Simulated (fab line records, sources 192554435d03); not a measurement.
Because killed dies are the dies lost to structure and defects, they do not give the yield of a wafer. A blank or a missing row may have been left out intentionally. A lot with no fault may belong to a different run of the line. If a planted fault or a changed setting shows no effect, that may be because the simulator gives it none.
Matching of chambers + flow n5 finfet + 4 sister chambers for N5_BEOL_M6_CMP_52 on cmp-04
The step polishes, stops on SiCOH lowk, t overpolish 6.9 s, target thk 80 nm. 4 wafers are shown with their chamber, then 7 later ones without.

WAFERS PAIRED WITH THEIR CHAMBERS
| wafer  | chamber | time to endpoint s (s) |
|--------|---------|------------------------|
| L082.4 | 1       | 69                     |
| L087.5 | 3       | 72                     |
| L093.1 | 2       | 61                     |
| L093.4 | 0       | 64                     |

WAFERS WITH NO CHAMBER GIVEN
| wafer  | time to endpoint s (s) |
|--------|------------------------|
| L093.6 | 60                     |
| L094.2 | 66                     |
| L094.4 | 66                     |
| L094.5 | 68                     |
| L096.1 | 66                     |
| L096.4 | 68                     |
| L096.5 | 65                     |

THE CHAMBER EACH PASSED THROUGH
| wafer  | from the rows above          | in truth |
|--------|------------------------------|----------|
| L093.6 | can't be placed: 2 or 0      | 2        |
| L094.2 | can't be placed: 0 or 1 or 2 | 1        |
| L094.4 | can't be placed: 0 or 1 or 2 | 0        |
| L094.5 | can't be placed: 1 or 0 or 3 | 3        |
| L096.1 | can't be placed: 0 or 1 or 2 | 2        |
| L096.4 | can't be placed: 1 or 0 or 3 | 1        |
| L096.5 | can't be placed: 0 or 1 or 2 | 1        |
Correctly placed: 0 of 7. Cannot be placed on the basis of these rows: 7; the candidates contain the true chamber in 7. Placed wrongly: 0.
How it was worked out, from the rows above alone: a wafer's distance from a chamber is the root of the sum, over the readings, of the square of ((its reading less the chamber's mean) divided by the reading's scatter). The wafer belongs to the nearest chamber; if the next one is less than 2 further off, it can't be placed. For every chamber, the mean is computed from those of its wafers that are shown. The scatter: root of mean squared gap, hidden wafer to nearest shown wafer, with one shown wafer a chamber.
